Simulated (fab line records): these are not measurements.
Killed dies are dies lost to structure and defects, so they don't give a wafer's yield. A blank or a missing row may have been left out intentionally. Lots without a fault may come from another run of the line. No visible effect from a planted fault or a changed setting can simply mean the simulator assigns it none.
Code-filled problem report in 8D (eight disciplines) form | flow nand harc | the parts of the form that need people (team, actions taken, sign-off) are left out

== 1. PROBLEM STATEMENT ==
A mean of 672 is read at NHARC_END_SORT_01 for killed at array, taken on 1 wafer of 1 lot, against 29 (standard deviation 10) on wafers free of any fault. Measured from the usual mean, that is +64 standard deviations.
The first sign was on wafer L991.5 at day 24 16:43, on prober-02. The record holds 3 wafers of 1 lot with a number at this step. Rule for "out", or "out of limits": more than 4 standard deviations from the usual mean. The rest of the wafers with a number are treated as sound.

== 2. WHAT IT IS; WHAT IT IS NOT ==
question                    | is                           | is not
which readings at this step | killed at array, killed dies | killed at other, killed at periphery, killed open, killed short
which lots                  | L991                         | -
which wafers of those lots  | L991.5                       | L991.4, L991.6
read on which gauges        | prober-02                    | -
when                        | from day 24 16:43            | up to then (1 sound wafer); but 1 sound wafer of L991 came after

== 3. THE SUSPECTS, EACH WITH WHAT RULES IT OUT ==
Counting: if a tool at a process step up to the reading ran every lot that is out, it stays a suspect. Sound lots after the first of them don't rule it out here, since some wafers of a struck lot are sound.
- the gauge at NHARC_END_SORT_01 has been ruled out. All the wafers that are out were read on prober-02, but those of them that NHARC_A_STAIRCASE_ETCH_23 has rows for are out there too, on other tools.
- rie diel-02 at NHARC_A_STAIRCASE_ETCH_15 (etches the open film in C4F8/O2, target depth 100 nm, time 40.5 s): kept. It ran the lot that is out, L991 (day 15 03:37). NHARC_A_STAIRCASE_ETCH_15: start missing for some lots; hours and lot order therefore follow NHARC_A_STAIRCASE_ETCH_23.
- rie diel-02 at NHARC_A_STAIRCASE_ETCH_23 (etches the open film in C4F8/O2, target depth 100 nm, time 40.5 s): kept. It ran the lot that is out, L991 (day 15 03:37). On those wafers its own readings are out: oes product au.
- rie diel-02 at NHARC_A_STAIRCASE_ETCH_27 (etches the open film in C4F8/O2, target depth 100 nm, time 40.5 s): kept. It ran the lot that is out, L991 (day 15 04:23). NHARC_A_STAIRCASE_ETCH_27: start missing for some lots; hours and lot order therefore follow NHARC_A_STAIRCASE_STRIP_175.
- plasma asher-02 at NHARC_A_STAIRCASE_STRIP_175 (strips in O2): kept. It ran the lot that is out, L991 (day 15 04:23).
- At NHARC_A_STAIRCASE_ETCH_15, inside rie diel-02: chamber 3 took the wafers that are out, while their sound lot-mates went through chambers 0, 1.
- Within rie diel-02 at NHARC_A_STAIRCASE_ETCH_23, the wafers that are out were processed in chamber 0 and their sound lot-mates in chamber 1.
- Within plasma asher-02 at NHARC_A_STAIRCASE_STRIP_175, the wafers that are out were processed in chamber 0 and their sound lot-mates in chamber 1.
Left after counting: rie diel-02 at NHARC_A_STAIRCASE_ETCH_15, rie diel-02 at NHARC_A_STAIRCASE_ETCH_23, rie diel-02 at NHARC_A_STAIRCASE_ETCH_27, plasma asher-02 at NHARC_A_STAIRCASE_STRIP_175.

== 4. THE CAUSE (what the simulator had put in) ==
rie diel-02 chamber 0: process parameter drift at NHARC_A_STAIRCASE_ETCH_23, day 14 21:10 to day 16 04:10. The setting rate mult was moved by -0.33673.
Of the 4 suspects that counting leaves, this tool is one.

== 5. THE EFFECT CHAIN, in route order ==
One row per reading whose mean, taken over the struck wafers that have a number, lies over 3 standard deviations from the usual. Readings are gone through only where the record gives a usual standard deviation; hours: the median, over the lots, of the time from a lot's start at the first step in this table giving one to that lot's start at this step; sigmas: the change measured in usual standard deviations.
hours | step                      | reading         | usual      | on struck wafers | change | sigmas
0     | NHARC_A_STAIRCASE_ETCH_23 | oes product au  | 0.936 a.u. | 0.744            | -0.192 | -17
229   | NHARC_END_SORT_01         | killed at array | 29         | 672              | +643   | +64
229   | NHARC_END_SORT_01         | killed dies     | 33         | 677              | +644   | +59
Here are the process steps it includes:
- NHARC_A_STAIRCASE_ETCH_23: etches the open film in C4F8/O2, target depth 100 nm, time 40.5 s.

== 6. WHAT WOULD HAVE CAUGHT IT SOONER ==
Counted from the fault's start at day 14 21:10, it took 236 hours until the first out-of-limits reading at a measuring or inspecting step in this record, taken at day 24 16:43.
Tool's own readings at NHARC_A_STAIRCASE_ETCH_23, oes product au: out on all struck wafers the step has rows for; an alarm limit on them would have tripped on the first.
By day 24 16:43 the whole set of lots that are out, 1 in number, had already begun NHARC_A_STAIRCASE_ETCH_23 on rie diel-02. A hold on the tool at that time would have spared none of them.
